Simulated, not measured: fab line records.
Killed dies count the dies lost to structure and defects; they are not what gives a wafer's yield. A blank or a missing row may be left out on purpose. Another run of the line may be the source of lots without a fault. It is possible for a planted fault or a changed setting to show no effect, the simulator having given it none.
Matching of chambers :: flow n5Finfet :: 4 sister chambers for N5_BEOL_M12_ETCH_59 on rieDiel-03
The step etches BARC in N2/H2, target depth 89 nm, overetch 26.7 nm, time 67.9 s. 8 wafers are shown with their chamber, then 8 later ones without.

== EACH WAFER AND ITS CHAMBER ==
wafer: L078.4
chamber: 1
showerheadPlenumPTorr (Torr): 2.44
throttleValvePct (%): 18.43

wafer: L082.2
chamber: 0
showerheadPlenumPTorr (Torr): 2.50
throttleValvePct (%): 18.03

wafer: L082.3
chamber: 2
showerheadPlenumPTorr (Torr): 2.42
throttleValvePct (%): 17.83

wafer: L082.6
chamber: 1
showerheadPlenumPTorr (Torr): 2.43
throttleValvePct (%): 18.44

wafer: L080.1
chamber: 3
showerheadPlenumPTorr (Torr): 2.49
throttleValvePct (%): 17.65

wafer: L080.4
chamber: 2
showerheadPlenumPTorr (Torr): 2.42
throttleValvePct (%): 17.84

wafer: L080.6
chamber: 3
showerheadPlenumPTorr (Torr): 2.49
throttleValvePct (%): 17.61

wafer: L084.1
chamber: 0
showerheadPlenumPTorr (Torr): 2.50
throttleValvePct (%): 18.04

== WAFERS WHOSE CHAMBER IS MISSING ==
wafer: L084.2
showerheadPlenumPTorr (Torr): 2.42
throttleValvePct (%): 17.85

wafer: L084.5
showerheadPlenumPTorr (Torr): 2.43
throttleValvePct (%): 18.46

wafer: L087.3
showerheadPlenumPTorr (Torr): 2.42
throttleValvePct (%): 18.48

wafer: L087.4
showerheadPlenumPTorr (Torr): 2.49
throttleValvePct (%): 18.07

wafer: L087.6
showerheadPlenumPTorr (Torr): 2.48
throttleValvePct (%): 17.20

wafer: L089.1
showerheadPlenumPTorr (Torr): 2.49
throttleValvePct (%): 18.07

wafer: L089.4
showerheadPlenumPTorr (Torr): 2.48
throttleValvePct (%): 17.21

wafer: L089.6
showerheadPlenumPTorr (Torr): 2.42
throttleValvePct (%): 18.49

== CHAMBER TAKEN BY EACH ==
wafer: L084.2
from the rows above: 2
in truth: 2

wafer: L084.5
from the rows above: 1
in truth: 1

wafer: L087.3
from the rows above: 1
in truth: 1

wafer: L087.4
from the rows above: 0
in truth: 0

wafer: L087.6
from the rows above: 3
in truth: 3

wafer: L089.1
from the rows above: 0
in truth: 0

wafer: L089.4
from the rows above: 3
in truth: 3

wafer: L089.6
from the rows above: 1
in truth: 1
Placed correctly: 8 of 8. From these rows, 0 cannot be placed. Number placed wrongly: 0.
How it was worked out, from the rows above alone: a wafer's distance from a chamber is the root of the sum, over the readings, of the square of ((its reading less the chamber's mean) divided by the reading's scatter). The wafer belongs to the nearest chamber; if the next one is less than 2 further off, it can't be placed. A chamber's mean is the mean of its shown wafers. The scatter: take each reading less its chamber's mean, square it, sum over the shown wafers, divide by the number of wafers less the number of chambers, and take the root.
